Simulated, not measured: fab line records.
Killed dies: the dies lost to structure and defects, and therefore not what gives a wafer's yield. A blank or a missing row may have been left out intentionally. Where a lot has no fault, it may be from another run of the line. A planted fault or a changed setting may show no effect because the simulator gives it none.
What tool caused it? :: flow nand harc :: 24 lots with 72 wafers sampled at 5 steps, on a route of 1159 steps

## WHAT EACH GAUGE READ, for each wafer
NHARC_A_M0_INSPECT_27.
lot: L074
measured: day 18 05:45
on: defect inspect-01
raw defect count: 555 572 600

lot: L076
measured: day 18 06:31
on: defect inspect-02
raw defect count: 933 338 368

lot: L075
measured: day 18 06:49
on: defect inspect-02
raw defect count: 997 474 573

lot: L077
measured: day 18 18:20
on: defect inspect-01
raw defect count: 323 282 373

lot: L079
measured: day 18 19:08
on: defect inspect-02
raw defect count: 417 330 351

lot: L078
measured: day 19 05:28
on: defect inspect-02
raw defect count: 519 426 450

lot: L082
measured: day 19 12:44
on: defect inspect-01
raw defect count: 490 581 468

lot: L081
measured: day 19 14:40
on: defect inspect-01
raw defect count: 522 659 477

lot: L080
measured: day 19 17:52
on: defect inspect-01
raw defect count: 307 305 318

lot: L083
measured: day 20 03:34
on: defect inspect-02
raw defect count: 374 507 366

lot: L084
measured: day 20 08:26
on: defect inspect-01
raw defect count: 300 440 426

lot: L088
measured: day 20 11:11
on: defect inspect-01
raw defect count: 461 579 581

lot: L087
measured: day 20 12:01
on: defect inspect-02
raw defect count: 491 463 496

lot: L086
measured: day 20 15:45
on: defect inspect-02
raw defect count: 244 294 247

lot: L085
measured: day 21 01:01
on: defect inspect-02
raw defect count: 340 367 475

lot: L089
measured: day 21 15:34
on: defect inspect-02
raw defect count: 700 523 356

lot: L091
measured: day 21 20:37
on: defect inspect-02
raw defect count: 456 601 589

lot: L090
measured: day 21 21:49
on: defect inspect-02
raw defect count: 270 415 283

lot: L092
measured: day 21 22:01
on: defect inspect-02
raw defect count: 319 332 292

lot: L093
measured: day 22 06:13
on: defect inspect-01
raw defect count: 405 376 480

lot: L094
measured: day 22 07:18
on: defect inspect-02
raw defect count: 427 373 393

lot: L095
measured: day 22 15:18
on: defect inspect-02
raw defect count: 375 425 499

lot: L096
measured: day 22 15:37
on: defect inspect-01
raw defect count: 403 590 376

lot: L097
measured: day 24 01:56
on: defect inspect-02
raw defect count: 310 412 373

NHARC_A_BONDPAD_CD_MEAS_13.
lot: L074
measured: day 18 12:16
on: cd sem-02
cd nm (nm): 497.3 499.1 498.2

lot: L076
measured: day 18 13:51
on: cd sem-02
cd nm (nm): 497.7 498.6 499.0

lot: L075
measured: day 18 13:59
on: cd sem-01
cd nm (nm): 498.7 498.5 499.9

lot: L077
measured: day 19 01:17
on: cd sem-02
cd nm (nm): 500.8 499.9 498.1

lot: L079
measured: day 19 02:06
on: cd sem-01
cd nm (nm): 495.8 499.5 498.3

lot: L078
measured: day 19 12:07
on: cd sem-01
cd nm (nm): 501.3 496.2 496.5

lot: L082
measured: day 19 19:40
on: cd sem-02
cd nm (nm): 499.3 499.4 500.8

lot: L081
measured: day 19 21:52
on: cd sem-01
cd nm (nm): 496.1 497.7 497.9

lot: L080
measured: day 20 01:11
on: cd sem-01
cd nm (nm): 497.9 500.7 499.3

lot: L083
measured: day 20 10:22
on: cd sem-02
cd nm (nm): 500.6 500.2 499.1

lot: L084
measured: day 20 15:25
on: cd sem-02
cd nm (nm): 495.7 498.7 495.7

lot: L088
measured: day 20 17:57
on: cd sem-02
cd nm (nm): 499.7 500.8 496.6

lot: L087
measured: day 20 19:04
on: cd sem-01
cd nm (nm): 501.0 501.8 502.5

lot: L086
measured: day 20 22:41
on: cd sem-01
cd nm (nm): 496.7 498.6 497.2

lot: L085
measured: day 21 07:48
on: cd sem-02
cd nm (nm): 497.3 500.4 499.9

lot: L089
measured: day 21 22:22
on: cd sem-02
cd nm (nm): 498.9 499.2 500.4

lot: L091
measured: day 22 03:20
on: cd sem-03
cd nm (nm): 494.6 494.2 499.1

lot: L090
measured: day 22 04:29
on: cd sem-01
cd nm (nm): 499.1 500.1 501.1

lot: L092
measured: day 22 05:22
on: cd sem-03
cd nm (nm): 496.0 497.4 493.1

lot: L093
measured: day 22 13:01
on: cd sem-02
cd nm (nm): 497.0 499.6 499.3

lot: L094
measured: day 22 13:57
on: cd sem-01
cd nm (nm): 498.5 502.3 498.9

lot: L095
measured: day 22 21:54
on: cd sem-02
cd nm (nm): 498.9 498.7 497.4

lot: L096
measured: day 22 22:35
on: cd sem-03
cd nm (nm): 500.3 496.9 500.9

lot: L097
measured: day 24 09:44
on: cd sem-02
cd nm (nm): 497.8 496.1 501.5

## WHICH TOOL RAN EACH LOT (tool, then ch and the chambers of the sampled wafers, then the start)
lot: L074
NHARC_A_M0_ANNEAL_30: rtp anneal-02 ch 0, day 18 04:56
NHARC_A_M1_ANNEAL_31: rtp anneal-02 ch 0, day 18 08:59
NHARC_A_M1_CMP_23: cmp-02 ch 0,1,2, day 18 09:20

lot: L076
NHARC_A_M0_ANNEAL_30: rtp anneal-01 ch 0, day 18 05:46
NHARC_A_M1_ANNEAL_31: rtp anneal-02 ch 0, day 18 09:55
NHARC_A_M1_CMP_23: cmp-03 ch 1,2,3, day 18 10:13

lot: L075
NHARC_A_M0_ANNEAL_30: rtp anneal-01 ch 0, day 18 06:01
NHARC_A_M1_ANNEAL_31: rtp anneal-02 ch 0, day 18 10:12
NHARC_A_M1_CMP_23: cmp-03 ch 0,1,2, day 18 10:35

lot: L077
NHARC_A_M0_ANNEAL_30: rtp anneal-01 ch 0, day 18 17:32
NHARC_A_M1_ANNEAL_31: rtp anneal-01 ch 0, day 18 21:33
NHARC_A_M1_CMP_23: cmp-02 ch 1,2,3, day 18 22:13

lot: L079
NHARC_A_M0_ANNEAL_30: rtp anneal-02 ch 0, day 18 18:19
NHARC_A_M1_ANNEAL_31: rtp anneal-01 ch 0, day 18 22:23
NHARC_A_M1_CMP_23: cmp-04 ch 0,1,2, day 18 23:02

lot: L078
NHARC_A_M0_ANNEAL_30: rtp anneal-01 ch 0, day 19 04:19
NHARC_A_M1_ANNEAL_31: rtp anneal-02 ch 0, day 19 08:58
NHARC_A_M1_CMP_23: cmp-03 ch 1,2,3, day 19 09:23

lot: L082
NHARC_A_M0_ANNEAL_30: rtp anneal-02 ch 0, day 19 11:55
NHARC_A_M1_ANNEAL_31: rtp anneal-01 ch 0, day 19 16:10
NHARC_A_M1_CMP_23: cmp-03 ch 0,2, day 19 16:49

lot: L081
NHARC_A_M0_ANNEAL_30: rtp anneal-02 ch 0, day 19 13:53
NHARC_A_M1_ANNEAL_31: rtp anneal-01 ch 0, day 19 18:19
NHARC_A_M1_CMP_23: cmp-04 ch 0,1, day 19 18:55

lot: L080
NHARC_A_M0_ANNEAL_30: rtp anneal-02 ch 0, day 19 17:08
NHARC_A_M1_ANNEAL_31: rtp anneal-02 ch 0, day 19 22:01
NHARC_A_M1_CMP_23: cmp-03 ch 1,2,3, day 19 22:17

lot: L083
NHARC_A_M0_ANNEAL_30: rtp anneal-01 ch 0, day 20 02:46
NHARC_A_M1_ANNEAL_31: rtp anneal-01 ch 0, day 20 07:02
NHARC_A_M1_CMP_23: cmp-02 ch 1,2,3, day 20 07:25

lot: L084
NHARC_A_M0_ANNEAL_30: rtp anneal-02 ch 0, day 20 07:40
NHARC_A_M1_ANNEAL_31: rtp anneal-01 ch 0, day 20 12:01
NHARC_A_M1_CMP_23: cmp-02 ch 0,1,2, day 20 12:34

lot: L088
NHARC_A_M0_ANNEAL_30: rtp anneal-02 ch 0, day 20 10:25
NHARC_A_M1_ANNEAL_31: rtp anneal-02 ch 0, day 20 14:40
NHARC_A_M1_CMP_23: cmp-04 ch 1,3, day 20 14:59

lot: L087
NHARC_A_M0_ANNEAL_30: rtp anneal-02 ch 0, day 20 11:15
NHARC_A_M1_ANNEAL_31: rtp anneal-02 ch 0, day 20 15:29
NHARC_A_M1_CMP_23: cmp-02 ch 0,1,3, day 20 15:47

lot: L086
NHARC_A_M0_ANNEAL_30: rtp anneal-01 ch 0, day 20 15:03
NHARC_A_M1_ANNEAL_31: rtp anneal-02 ch 0, day 20 19:16
NHARC_A_M1_CMP_23: cmp-02 ch 0,1,2, day 20 19:31

lot: L085
NHARC_A_M0_ANNEAL_30: rtp anneal-02 ch 0, day 21 00:18
NHARC_A_M1_ANNEAL_31: rtp anneal-01 ch 0, day 21 04:35
NHARC_A_M1_CMP_23: cmp-02 ch 0,1,2, day 21 04:55

lot: L089
NHARC_A_M0_ANNEAL_30: rtp anneal-01 ch 0, day 21 14:45
NHARC_A_M1_ANNEAL_31: rtp anneal-02 ch 0, day 21 19:05
NHARC_A_M1_CMP_23: cmp-02 ch 0,1, day 21 19:28

lot: L091
NHARC_A_M0_ANNEAL_30: rtp anneal-02 ch 0, day 21 19:52
NHARC_A_M1_ANNEAL_31: rtp anneal-01 ch 0, day 22 00:05
NHARC_A_M1_CMP_23: cmp-03 ch 1,2, day 22 00:25

lot: L090
NHARC_A_M0_ANNEAL_30: rtp anneal-01 ch 0, day 21 21:05
NHARC_A_M1_ANNEAL_31: rtp anneal-02 ch 0, day 22 01:19
NHARC_A_M1_CMP_23: cmp-04 ch 0,2,3, day 22 01:37

lot: L092
NHARC_A_M0_ANNEAL_30: rtp anneal-02 ch 0, day 21 21:13
NHARC_A_M1_ANNEAL_31: rtp anneal-01 ch 0, day 22 01:58
NHARC_A_M1_CMP_23: cmp-02 ch 2,3, day 22 02:18

lot: L093
NHARC_A_M0_ANNEAL_30: rtp anneal-01 ch 0, day 22 05:26
NHARC_A_M1_ANNEAL_31: rtp anneal-01 ch 0, day 22 09:37
NHARC_A_M1_CMP_23: cmp-02 ch 0,2,3, day 22 09:55

lot: L094
NHARC_A_M0_ANNEAL_30: rtp anneal-01 ch 0, day 22 06:29
NHARC_A_M1_ANNEAL_31: rtp anneal-01 ch 0, day 22 10:32
NHARC_A_M1_CMP_23: cmp-04 ch 0,1,2, day 22 10:52

lot: L095
NHARC_A_M0_ANNEAL_30: rtp anneal-01 ch 0, day 22 14:35
NHARC_A_M1_ANNEAL_31: rtp anneal-01 ch 0, day 22 18:51
NHARC_A_M1_CMP_23: cmp-04 ch 0,1,2, day 22 19:09

lot: L096
NHARC_A_M0_ANNEAL_30: rtp anneal-01 ch 0, day 22 14:47
NHARC_A_M1_ANNEAL_31: rtp anneal-02 ch 0, day 22 18:59
NHARC_A_M1_CMP_23: cmp-03 ch 0,2,3, day 22 19:20

lot: L097
NHARC_A_M0_ANNEAL_30: rtp anneal-02 ch 0, day 24 01:10
NHARC_A_M1_ANNEAL_31: rtp anneal-01 ch 0, day 24 05:41
NHARC_A_M1_CMP_23: cmp-04 ch 0,2,3, day 24 06:01
- NHARC_A_M0_ANNEAL_30: time 90 s.
- NHARC_A_M1_ANNEAL_31: time 90 s.
- NHARC_A_M1_CMP_23: polishes, t overpolish 20 s, target thk 154.34 nm.

## WHAT THE TOOLS THEMSELVES READ (means of the sampled wafers that have a number; where no wafer has one, the mark that the record gives instead)
NHARC_A_M0_ANNEAL_30.
lot: L074
tool: rtp anneal-02
wafer_temp_C_max: 225.86

lot: L076
tool: rtp anneal-01
wafer_temp_C_max: 226.19

lot: L075
tool: rtp anneal-01
wafer_temp_C_max: 226.07

lot: L077
tool: rtp anneal-01
wafer_temp_C_max: 226.00

lot: L079
tool: rtp anneal-02
wafer_temp_C_max: 225.65

lot: L078
tool: rtp anneal-01
wafer_temp_C_max: 225.93

lot: L082
tool: rtp anneal-02
wafer_temp_C_max: 225.49

lot: L081
tool: rtp anneal-02
wafer_temp_C_max: 225.67

lot: L080
tool: rtp anneal-02
wafer_temp_C_max: 225.69

lot: L083
tool: rtp anneal-01
wafer_temp_C_max: 226.09

lot: L084
tool: rtp anneal-02
wafer_temp_C_max: 225.60

lot: L088
tool: rtp anneal-02
wafer_temp_C_max: 225.92

lot: L087
tool: rtp anneal-02
wafer_temp_C_max: 225.66

lot: L086
tool: rtp anneal-01
wafer_temp_C_max: 226.24

lot: L085
tool: rtp anneal-02
wafer_temp_C_max: 225.81

lot: L089
tool: rtp anneal-01
wafer_temp_C_max: 225.79

lot: L091
tool: rtp anneal-02
wafer_temp_C_max: 225.59

lot: L090
tool: rtp anneal-01
wafer_temp_C_max: 226.06

lot: L092
tool: rtp anneal-02
wafer_temp_C_max: 225.66

lot: L093
tool: rtp anneal-01
wafer_temp_C_max: 226.28

lot: L094
tool: rtp anneal-01
wafer_temp_C_max: 226.02

lot: L095
tool: rtp anneal-01
wafer_temp_C_max: 226.12

lot: L096
tool: rtp anneal-01
wafer_temp_C_max: 226.21

lot: L097
tool: rtp anneal-02
wafer_temp_C_max: 225.67

NHARC_A_M1_ANNEAL_31.
lot: L074
tool: rtp anneal-02
wafer_temp_C_max: 225.9

lot: L076
tool: rtp anneal-02
wafer_temp_C_max: 225.6

lot: L075
tool: rtp anneal-02
wafer_temp_C_max: 225.5

lot: L077
tool: rtp anneal-01
wafer_temp_C_max: 226.3

lot: L079
tool: rtp anneal-01
wafer_temp_C_max: 226.1

lot: L078
tool: rtp anneal-02
wafer_temp_C_max: 225.8

lot: L082
tool: rtp anneal-01
wafer_temp_C_max: 225.9

lot: L081
tool: rtp anneal-01
wafer_temp_C_max: 226.3

lot: L080
tool: rtp anneal-02
wafer_temp_C_max: 225.4

lot: L083
tool: rtp anneal-01
wafer_temp_C_max: 226.2

lot: L084
tool: rtp anneal-01
wafer_temp_C_max: 225.9

lot: L088
tool: rtp anneal-02
wafer_temp_C_max: 225.7

lot: L087
tool: rtp anneal-02
wafer_temp_C_max: 225.7

lot: L086
tool: rtp anneal-02
wafer_temp_C_max: 225.8

lot: L085
tool: rtp anneal-01
wafer_temp_C_max: 226.0

lot: L089
tool: rtp anneal-02
wafer_temp_C_max: 225.7

lot: L091
tool: rtp anneal-01
wafer_temp_C_max: 226.4

lot: L090
tool: rtp anneal-02
wafer_temp_C_max: 225.6

lot: L092
tool: rtp anneal-01
wafer_temp_C_max: 226.2

lot: L093
tool: rtp anneal-01
wafer_temp_C_max: 226.0

lot: L094
tool: rtp anneal-01
wafer_temp_C_max: 226.2

lot: L095
tool: rtp anneal-01
wafer_temp_C_max: 226.3

lot: L096
tool: rtp anneal-02
wafer_temp_C_max: 225.6

lot: L097
tool: rtp anneal-01
wafer_temp_C_max: 226.2

NHARC_A_M1_CMP_23.
lot: L074
tool: cmp-02
motor current A (A): 12.1
time to endpoint s (s): 28.0

lot: L076
tool: cmp-03
motor current A (A): 11.7
time to endpoint s (s): 28.8

lot: L075
tool: cmp-03
motor current A (A): 11.7
time to endpoint s (s): 29.7

lot: L077
tool: cmp-02
motor current A (A): 13.8
time to endpoint s (s): 30.8

lot: L079
tool: cmp-04
motor current A (A): 10.9
time to endpoint s (s): 29.0

lot: L078
tool: cmp-03
motor current A (A): 11.4
time to endpoint s (s): 28.9

lot: L082
tool: cmp-03
motor current A (A): 11.5
time to endpoint s (s): 25.9

lot: L081
tool: cmp-04
motor current A (A): 10.6
time to endpoint s (s): 30.4

lot: L080
tool: cmp-03
motor current A (A): 11.4
time to endpoint s (s): 29.0

lot: L083
tool: cmp-02
motor current A (A): 14.1
time to endpoint s (s): 28.8

lot: L084
tool: cmp-02
motor current A (A): 11.8
time to endpoint s (s): 26.5

lot: L088
tool: cmp-04
motor current A (A): 10.1
time to endpoint s (s): 27.5

lot: L087
tool: cmp-02
motor current A (A): 13.6
time to endpoint s (s): 29.2

lot: L086
tool: cmp-02
motor current A (A): 12.0
time to endpoint s (s): 27.0

lot: L085
tool: cmp-02
motor current A (A): 11.8
time to endpoint s (s): 27.9

lot: L089
tool: cmp-02
motor current A (A): 12.7
time to endpoint s (s): 26.4

lot: L091
tool: cmp-03
motor current A (A): 11.7
time to endpoint s (s): 27.7

lot: L090
tool: cmp-04
motor current A (A): 11.0
time to endpoint s (s): 28.0

lot: L092
tool: cmp-02
motor current A (A): 13.1
time to endpoint s (s): 26.6

lot: L093
tool: cmp-02
motor current A (A): 13.2
time to endpoint s (s): 28.7

lot: L094
tool: cmp-04
motor current A (A): 11.1
time to endpoint s (s): 27.7

lot: L095
tool: cmp-04
motor current A (A): 11.4
time to endpoint s (s): 29.7

lot: L096
tool: cmp-03
motor current A (A): 11.3
time to endpoint s (s): 28.3

lot: L097
tool: cmp-04
motor current A (A): 10.7
time to endpoint s (s): 32.9

## THE ANSWER, worked out from the rows above alone
Rule: the usual values come from the lots themselves. The widest of any qualifying gaps counts: lots, ordered by their means at a reading, are off when they make up no more than a third of the lots, leave a main group of 4 or more, and stand apart from it by 3 or more times the standard deviation of that group's means. Not used: any main group whose means are identical at the precision the tables above print for the reading. Also off: a lot with no number at a reading for which 4 or more lots have one. The other lots that the step has rows for count as sound. After the gauges, taken in route order, come the tools' own readings; for these a lot's mean is taken, as printed above. The first step at which some lot is off is used, and at that step the reading that is off furthest; a lot without a number counts as furthest.
None of the lots is off at any reading shown; this tells nothing.

## WHAT WAS PUT IN BY THE SIMULATOR
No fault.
